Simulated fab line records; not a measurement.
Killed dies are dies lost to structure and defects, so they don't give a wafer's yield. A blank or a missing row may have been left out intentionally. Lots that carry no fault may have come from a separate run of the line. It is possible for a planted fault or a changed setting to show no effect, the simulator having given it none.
A lot that was struck, set against a sound lot    flow n5Finfet    19 out of 1938 route steps
Sound: these wafers, L650.3, L650.5, L650.6. Wafers L665.4, L665.5, L665.6 were the ones struck. The cause comes at the end.
Per side, at each step with rows, come the tool, then ch with its chambers, and then its first start. Under that, the readings that differ: sound wafers    struck wafers    difference of the means    sigmas: that difference in standard deviations of wafers without a fault.
alike: readings with means less than 2 such deviations apart, plus words and numbers identical on both sides. not compared: withheld readings, readings lacking a value on some wafer, bounds such as >300 that could conceal the same value, and numbers that have no deviation in the record and whose values overlap.
Wherever a step has rows on one side only, a row that says differs or no value, or a row with sigmas, the two part there. Non-overlapping numbers with no deviation appear without sigmas and do not part them. Lack of a reading on every wafer of one side parts them only where that side has two or more wafers.

first, 2 steps without rows for these wafers: N5_BEOL_M2_STRIP_65 (strips in N2/H2); N5_BEOL_M2_STRIP_75 (strips in N2/H2).
N5_BEOL_M2_STRIP_66: strips in CF4.
  sound on rieDiel-06 ch 0,1,3, day 8 15:15; struck on rieDiel-03 ch 1,2, day 11 17:49
reading                       sound           struck          difference  sigmas
oesProductAu (a.u.)           0.84 0.86 0.87  0.74 0.74 0.75  -0.11       -2
showerheadPlenumPTorr (Torr)  1.90 1.83 1.89  1.71 1.71 1.78  -0.14       -2
  alike: drypumpMotorCurrentA, rfVppV, throttleValvePct
  not compared: rfHoursCounterH
N5_BEOL_M2_HM_OPEN_17: chemistry Cl2/BCl3, target TiN, target depth 20 nm, overetch 6 nm.
  sound on rieMetal-01 ch 0,1, day 8 15:20; struck on rieMetal-01 ch 0,1, day 11 17:53
reading              sound           struck          difference  sigmas
oesProductAu (a.u.)  0.51 0.67 0.51  0.83 0.83 0.66  +0.21       +3
  alike: drypumpMotorCurrentA, throttleValvePct
  not compared: rfHoursCounterH
N5_BEOL_M2_STRIP_19: strips in O2.
  sound on rieDiel-03 ch 1,2, day 8 15:28; struck on rieDiel-06 ch 1,2,3, day 11 18:04
  alike: drypumpMotorCurrentA, oesProductAu, rfVppV, showerheadPlenumPTorr, throttleValvePct
  not compared: rfHoursCounterH
N5_BEOL_M2_CD_MEAS_18: pitch 36 nm, target cd 18 nm.
  sound on cdSem-03 at day 8 15:33; struck on cdSem-03 at day 11 18:08
  alike: cdNm
then, 6 steps without rows for these wafers: N5_BEOL_M2_COAT_67 (time 60 s, resist thk 60 nm); N5_BEOL_M2_COAT_68 (time 60 s, resist thk 12 nm); N5_BEOL_M2_COAT_76 (time 60 s, resist thk 5 nm); N5_BEOL_M2_COAT_22 (resist thk 30 nm); N5_BEOL_M2_EBR_24; N5_BEOL_M2_SOFTBAKE_23 (time 60 s).
N5_BEOL_M2_EXPOSE_25: exposes mask V1, defocus 5 nm.
  sound on euvScanner-02 ch 0, day 8 15:52; struck on euvScanner-02 ch 0, day 11 18:21
reading            sound              struck             difference  sigmas
exposureDoseMJCm2  63.08 63.03 63.03  64.98 65.04 65.15  +2.01       +22
  alike: mask
then, 2 steps without rows for these wafers: N5_BEOL_M2_PEB_26 (peb time 60 s); N5_BEOL_M2_DEVELOP_27 (develop time 30 s).
N5_BEOL_M2_CD_MEAS_28: target cd 26.2 nm, target cd y 24.1 nm.
  sound on cdSem-03 ch 0, day 8 15:59; struck on cdSem-02 ch 0, day 11 18:28
reading    sound              struck             difference  sigmas
cdNm (nm)  26.24 26.11 25.57  26.53 26.67 26.94  +0.74       +3
N5_BEOL_M2_OVL_MEAS_29:
  sound on overlay-01 ch 0, day 8 16:02; struck on overlay-02 ch 0, day 11 18:31
  alike: V1_OVL
N5_BEOL_M4_RC_MEAS_101:
  sound on prober-01 ch 0, day 9 16:58; struck on prober-02 ch 0, day 13 03:57
  alike: DIBL_N, DIBL_P, IOFF_N, IOFF_P, ION_N, ION_P, SS_N, SS_P, VT_N, VT_P
next, for these wafers, 1 step has no rows: N5_PASSIVATION_PROBE_49.

WHERE THEY PART
Last at N5_BEOL_M2_CD_MEAS_28 as far as this record goes, first at N5_BEOL_M2_STRIP_66. Later steps at which nothing parts them and some readings are alike: N5_BEOL_M2_OVL_MEAS_29, N5_BEOL_M4_RC_MEAS_101.

WHY: what had been put in by the simulator
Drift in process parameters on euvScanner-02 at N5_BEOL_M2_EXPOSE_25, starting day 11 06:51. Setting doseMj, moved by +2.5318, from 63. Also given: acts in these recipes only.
